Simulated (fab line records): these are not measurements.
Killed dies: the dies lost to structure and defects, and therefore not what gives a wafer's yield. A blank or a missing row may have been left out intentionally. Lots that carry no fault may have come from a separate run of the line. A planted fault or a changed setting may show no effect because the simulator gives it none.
Chamber matching ; flow nand-harc ; NHARC_A_STAIRCASE_DEP_417 on pecvd-01: 3 sister chambers
The step deposits Si3N4, target thk 60 nm. 3 wafers are shown with their chamber, then 8 later ones without.

== WAFERS WITH THEIR CHAMBER ==
wafer;chamber;heater-power-w (W)
L083.4;0;791
L083.5;2;782
L091.1;1;494

== WAFERS MISSING THEIR CHAMBER ==
wafer;heater-power-w (W)
L091.2;813
L091.5;810
L093.1;522
L093.3;800
L093.5;531
L093.2;788
L093.4;807
L093.6;822

== THE CHAMBER EACH PASSED THROUGH ==
wafer;from the rows above;in truth
L091.2;can't be placed: 0 or 2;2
L091.5;can't be placed: 0 or 2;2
L093.1;1;1
L093.3;can't be placed: 0 or 2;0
L093.5;1;1
L093.2;can't be placed: 0 or 2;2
L093.4;can't be placed: 0 or 2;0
L093.6;can't be placed: 0 or 2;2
2 of 8 placed correctly. Cannot be placed on the basis of these rows: 6; the candidates contain the true chamber in 6. Wrongly placed: 0.
How it was worked out, from the rows above alone: a wafer's distance from a chamber is the root of the sum, over the readings, of the square of ((its reading less the chamber's mean) divided by the reading's scatter). The wafer belongs to the nearest chamber; if the next one is less than 2 further off, it can't be placed. Each chamber's mean is taken over the wafers shown for it. The scatter: root of mean squared gap, hidden wafer to nearest shown wafer, with one shown wafer a chamber.
